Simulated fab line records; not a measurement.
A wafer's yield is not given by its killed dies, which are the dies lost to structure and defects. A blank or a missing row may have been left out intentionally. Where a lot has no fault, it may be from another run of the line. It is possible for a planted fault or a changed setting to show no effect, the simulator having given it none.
Problem report in the 8D (eight disciplines) form, filled by code / flow nand-harc / the parts of the form that need people (team, actions taken, sign-off) are left out

## 1. THE ISSUE
A mean of 1069 nm is read at NHARC_A_ONON_D1_THK_MEAS_08 for thk-nm, taken on 1 wafer of 1 lot, against 999 nm (standard deviation 10) on wafers free of any fault. That puts it +7.0 standard deviations away from the usual mean.
The step: measures by ellipsometry.
First seen on wafer L123.2, day 10 20:08, on film-metro-01. At this step, 39 wafers from 13 lots have a number in the record. Rule for "out", or "out of limits": more than 4 standard deviations from the usual mean. The rest of the wafers with a number are treated as sound.

## 2. WHAT IT IS, WHAT IT ISN'T
question=which readings at this step | is=thk-nm | is not=-
question=which lots | is=L123 | is not=L111, L112, L113, L114, L116, L119, L127, L128, L131, L132, L133, L134
question=which wafers of those lots | is=L123.2 | is not=L123.1, L123.4
question=read on which gauges | is=film-metro-01 | is not=film-metro-02
question=when | is=from day 10 20:08 | is not=up to then (20 sound wafers); but 18 sound wafers of L127, L128, L131, L132, L133, L134 came after

## 3. WHAT RULES OUT EACH SUSPECT
Counting: any tool at a process step up to the reading remains a suspect provided it ran every lot that is out. Sound lots after the first of them don't rule it out here, since some wafers of a struck lot are sound.
- the gauge at NHARC_A_ONON_D1_THK_MEAS_08: kept. All the wafers that are out were read on film-metro-01, and no step on other tools shows them out.
- pecvd-onon-01 at NHARC_A_ONON_D1_DEP_06 (target thk 1000 nm): kept. The lot that is out, L123, ran on it at day 10 19:38; the last sound lot it ran before that was L119, at day 9 19:44.
Left after counting: pecvd-onon-01 at NHARC_A_ONON_D1_DEP_06, film-metro-01 at NHARC_A_ONON_D1_THK_MEAS_08.

## 4. THE CAUSE (what the simulator had put in)
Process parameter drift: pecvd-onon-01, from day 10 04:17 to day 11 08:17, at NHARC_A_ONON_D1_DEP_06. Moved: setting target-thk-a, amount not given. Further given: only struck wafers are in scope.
This tool is one of the 2 suspects left after counting.

## 5. THE EFFECT CHAIN, in route order
One row per reading whose mean, taken over the struck wafers that have a number, lies over 3 standard deviations from the usual. Only readings for which the record gives a usual standard deviation are gone through. hours: the time from each lot's start at the first step in this table that gives one to its start at this step, as a median over the lots. sigmas: the change in usual standard deviations.
hours=0; step=NHARC_A_ONON_D1_THK_MEAS_08; reading=thk-nm; usual=999 nm; on struck wafers=1069; change=+70; sigmas=+7.0
Later measuring or inspecting steps at which every struck wafer that the step has a row for has a number for every such reading, and none has moved that far: NHARC_A_ONON_D1_THK_MEAS_30.

## 6. WHAT WOULD HAVE CAUGHT IT SOONER
16 hours passed between the start of the fault at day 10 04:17 and the first reading out of limits at a measuring or inspecting step in this record, taken at day 10 20:08.
Of the tool readings at NHARC_A_ONON_D1_DEP_06 for which the record gives a usual standard deviation, none was out on any struck wafer, so an alarm limit of 4 standard deviations on them would not have fired.
By day 10 20:08 the whole set of lots that are out, 1 in number, had already begun NHARC_A_ONON_D1_DEP_06 on pecvd-onon-01. A hold on the tool at that time would have spared none of them.
